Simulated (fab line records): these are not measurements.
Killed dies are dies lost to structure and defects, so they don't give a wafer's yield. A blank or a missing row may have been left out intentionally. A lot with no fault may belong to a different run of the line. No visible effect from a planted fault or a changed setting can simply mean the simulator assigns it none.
Code-filled problem report in 8D (eight disciplines) form | flow n5-finfet | the parts of the form that need people (team, actions taken, sign-off) are left out

## 1. PROBLEM STATEMENT
run-length-s at N5_BEOL_M10_VIA_ETCH_34 reads a mean of 89.0 s on 3 wafers of 2 lots; wafers without a fault read 92.5 s with a standard deviation of 0.33. That is -11 standard deviations from the usual mean.
The step: etches SiCOH lowk in C4F6/O2, target depth 184.5 nm, time 69.2 s.
The first sign was on wafer L634.4 at day 15 11:44, on rie-diel-05. At this step, 31 wafers from 12 lots have a number in the record. By rule, "out" or "out of limits" means more than 4 standard deviations away from the usual mean. The rest of the wafers with a number are treated as sound.

## 2. WHAT IT IS AND WHAT IT IS NOT
question                    | is                     | is not
which readings at this step | run-length-s           | drypump-motor-current-A, oes-product-au, rf-vpp-V, showerhead-plenum-p-Torr, throttle-valve-pct
which lots                  | L634, L636             | L617, L618, L619, L620, L622, L623, L624, L635, L637, L638
which wafers of those lots  | L634.4, L636.1, L636.4 | L634.2, L634.6, L636.6
read on which tools         | rie-diel-05            | rie-diel-01, rie-diel-02
when                        | from day 15 11:44      | up to then (21 sound wafers); but 7 sound wafers of L636, L637, L638 came after

## 3. SUSPECTS, AND WHAT RULES EACH OUT
Counting: if a tool at a process step up to the reading ran every lot that is out, it stays a suspect. Sound lots after the first of them don't rule it out here, since some wafers of a struck lot are sound.
- rie-diel-05 at N5_BEOL_M10_ETCH_66 (etches SOC in N2/H2, target depth 120 nm, overetch 24 nm, time 180 s): kept. It ran every lot that is out, first L634 (day 15 11:37); its last sound lot up to then is L622 (day 11 23:24).
- rie-diel-05 at N5_BEOL_M10_VIA_ETCH_34 (etches SiCOH lowk in C4F6/O2, target depth 184.5 nm, time 69.2 s): kept. It ran every lot that is out, first L634 (day 15 11:44); its last sound lot up to then is L622 (day 11 23:31). Its own run-length-s readings are out on those wafers.
- Within rie-diel-05 at N5_BEOL_M10_ETCH_66: the wafers that are out ran in chambers 0, 1; their sound lot-mates ran in chambers 2, 3.
- Within rie-diel-05 at N5_BEOL_M10_VIA_ETCH_34: the wafers that are out ran in chambers 0, 1; their sound lot-mates ran in chambers 2, 3.
Remaining after the count are rie-diel-05 at N5_BEOL_M10_ETCH_66 and rie-diel-05 at N5_BEOL_M10_VIA_ETCH_34.

## 4. THE CAUSE (what the simulator had put in)
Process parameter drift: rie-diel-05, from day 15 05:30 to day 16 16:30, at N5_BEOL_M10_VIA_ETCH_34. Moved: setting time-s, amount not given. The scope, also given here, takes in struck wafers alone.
Counting left 2 suspects, and this tool is among them.

## 5. THE EFFECT CHAIN, in route order
Rows list readings where the struck wafers' mean (over those with a number) sits beyond 3 standard deviations from the usual. Only readings whose record carries a usual standard deviation are examined. hours: median over the lots of the time between each lot's start at the first step of this table that gives one and its start at this step. sigmas: the change, counted in usual standard deviations.
hours | step                    | reading      | usual  | on struck wafers | change | sigmas
0     | N5_BEOL_M10_VIA_ETCH_34 | run-length-s | 92.5 s | 89.0             | -3.5   | -11
Its process steps:
- N5_BEOL_M10_VIA_ETCH_34: etches SiCOH lowk in C4F6/O2, target depth 184.5 nm, time 69.2 s.

## 6. HOW IT WOULD HAVE BEEN CAUGHT EARLIER
In this record no reading fell out of limits until day 15 11:44, 6 hours after the fault had begun at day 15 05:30.
